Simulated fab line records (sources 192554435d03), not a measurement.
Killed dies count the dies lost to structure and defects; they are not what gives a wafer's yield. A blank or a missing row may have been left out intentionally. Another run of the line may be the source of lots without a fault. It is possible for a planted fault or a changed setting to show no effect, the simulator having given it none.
Matching of chambers :: flow n5Finfet :: 4 sister chambers for N5_BEOL_M13_DESCUM_33 on rieDiel-06
The step chemistry O2, time 7.9 s. 4 wafers are shown with their chamber, then 12 later ones without.

WAFERS, EACH WITH ITS CHAMBER
wafer: L082.4
chamber: 1
showerheadPlenumPTorr (Torr): 2.13

wafer: L082.6
chamber: 3
showerheadPlenumPTorr (Torr): 1.92

wafer: L090.4
chamber: 2
showerheadPlenumPTorr (Torr): 2.13

wafer: L090.5
chamber: 0
showerheadPlenumPTorr (Torr): 2.03

WAFERS WHOSE CHAMBER IS MISSING
wafer: L095.1
showerheadPlenumPTorr (Torr): 2.12

wafer: L095.4
showerheadPlenumPTorr (Torr): 2.02

wafer: L095.6
showerheadPlenumPTorr (Torr): 2.12

wafer: L086.3
showerheadPlenumPTorr (Torr): 2.12

wafer: L086.4
showerheadPlenumPTorr (Torr): 1.92

wafer: L086.5
showerheadPlenumPTorr (Torr): 2.13

wafer: L094.1
showerheadPlenumPTorr (Torr): 2.02

wafer: L094.4
showerheadPlenumPTorr (Torr): 1.91

wafer: L094.6
showerheadPlenumPTorr (Torr): 2.12

wafer: L096.3
showerheadPlenumPTorr (Torr): 1.91

wafer: L096.4
showerheadPlenumPTorr (Torr): 2.12

wafer: L096.5
showerheadPlenumPTorr (Torr): 2.12

EACH ONE'S CHAMBER
wafer: L095.1
from the rows above: can't be placed: 1 or 2
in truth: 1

wafer: L095.4
from the rows above: 0
in truth: 0

wafer: L095.6
from the rows above: can't be placed: 1 or 2
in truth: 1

wafer: L086.3
from the rows above: can't be placed: 1 or 2
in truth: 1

wafer: L086.4
from the rows above: 3
in truth: 3

wafer: L086.5
from the rows above: can't be placed: 1 or 2
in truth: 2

wafer: L094.1
from the rows above: 0
in truth: 0

wafer: L094.4
from the rows above: 3
in truth: 3

wafer: L094.6
from the rows above: can't be placed: 1 or 2
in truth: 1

wafer: L096.3
from the rows above: 3
in truth: 3

wafer: L096.4
from the rows above: can't be placed: 1 or 2
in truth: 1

wafer: L096.5
from the rows above: can't be placed: 1 or 2
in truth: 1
5 of 12 placed correctly. Unplaceable from these rows: 7, with the true chamber sitting among the candidates in 7. 0 placed wrongly.
How it was worked out, from the rows above alone: a wafer's distance from a chamber is the root of the sum, over the readings, of the square of ((its reading less the chamber's mean) divided by the reading's scatter). The wafer belongs to the nearest chamber; if the next one is less than 2 further off, it can't be placed. The mean given for a chamber averages the wafers shown for that chamber. The scatter (one wafer shown for each chamber): square how far every hidden wafer sits from the nearest shown wafer, average those squares and take the square root.
